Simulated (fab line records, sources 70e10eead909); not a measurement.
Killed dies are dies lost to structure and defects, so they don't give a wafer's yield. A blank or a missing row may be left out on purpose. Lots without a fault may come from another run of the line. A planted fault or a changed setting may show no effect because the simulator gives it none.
Chamber matching | flow nand_harc | NHARC_A_CONTACT_ALD_18 on ald_metal-04: 4 sister chambers
The step deposits TiN, target thk 3 nm, pulse time 1 s, ald cycles 150. 18 wafers are shown with their chamber, then 9 later ones without.

WAFERS WITH THEIR CHAMBER
wafer  | chamber | heater_power_w (W) | precursor_pulse_height_rel
L082.1 | 1       | 1288               | 1.006
L082.3 | 0       | 1273               | 1.006
L082.4 | 3       | 1127               | 0.989
L082.2 | 2       | 1092               | 1.023
L082.5 | 1       | 1251               | 1.018
L082.6 | 2       | 1075               | 0.991
L087.1 | 2       | 1091               | 1.004
L087.4 | 1       | 1220               | 0.994
L087.6 | 2       | 1088               | 1.016
L086.1 | 1       | 1262               | 1.003
L086.3 | 2       | 1094               | 0.956
L086.6 | 3       | 1104               | 0.983
L088.1 | 0       | 1265               | 1.009
L088.2 | 2       | 1070               | 1.025
L088.4 | 3       | 1133               | 0.971
L089.2 | 1       | 1244               | 1.002
L089.3 | 3       | 1105               | 0.985
L089.5 | 0       | 1270               | 0.988

SIGNATURES (means of the wafers above)
reading                    | chamber 0 | chamber 1 | chamber 2 | chamber 3 | scatter within a chamber
heater_power_w             | 1269.33   | 1253.00   | 1085.00   | 1117.25   | 16.2
precursor_pulse_height_rel | 1.00100   | 1.00460   | 1.00250   | 0.98200   | 0.0172
Rule: a wafer's distance from a chamber is the root of the sum, over the readings, of the square of ((its reading less the chamber's mean) divided by the reading's scatter). The wafer belongs to the nearest chamber; if the next one is less than 2 further off, it can't be placed. The scatter: the root of (the sum of the squares of (reading less its chamber's mean) over the shown wafers, divided by (wafers less chambers)).

WAFERS WITHOUT THEIR CHAMBER
wafer  | heater_power_w (W) | precursor_pulse_height_rel
L091.2 | 1313               | 1.011
L091.4 | 1248               | 0.980
L091.5 | 1059               | 1.038
L094.1 | 1266               | 1.002
L094.3 | 1228               | 0.994
L094.5 | 1118               | 0.998
L096.3 | 1244               | 0.991
L096.4 | 1323               | 0.950
L096.6 | 1245               | 0.989

WHICH CHAMBER EACH WENT THROUGH
wafer  | from the rows above     | in truth
L091.2 | can't be placed: 0 or 1 | 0
L091.4 | can't be placed: 1 or 0 | 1
L091.5 | 2                       | 2
L094.1 | can't be placed: 0 or 1 | 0
L094.3 | can't be placed: 1 or 0 | 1
L094.5 | can't be placed: 3 or 2 | 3
L096.3 | can't be placed: 1 or 0 | 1
L096.4 | can't be placed: 0 or 1 | 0
L096.6 | can't be placed: 1 or 0 | 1
Placed correctly: 1 of 9. Can't be placed from these rows: 8 (the true chamber is among the candidates in 8). Placed wrongly: 0.
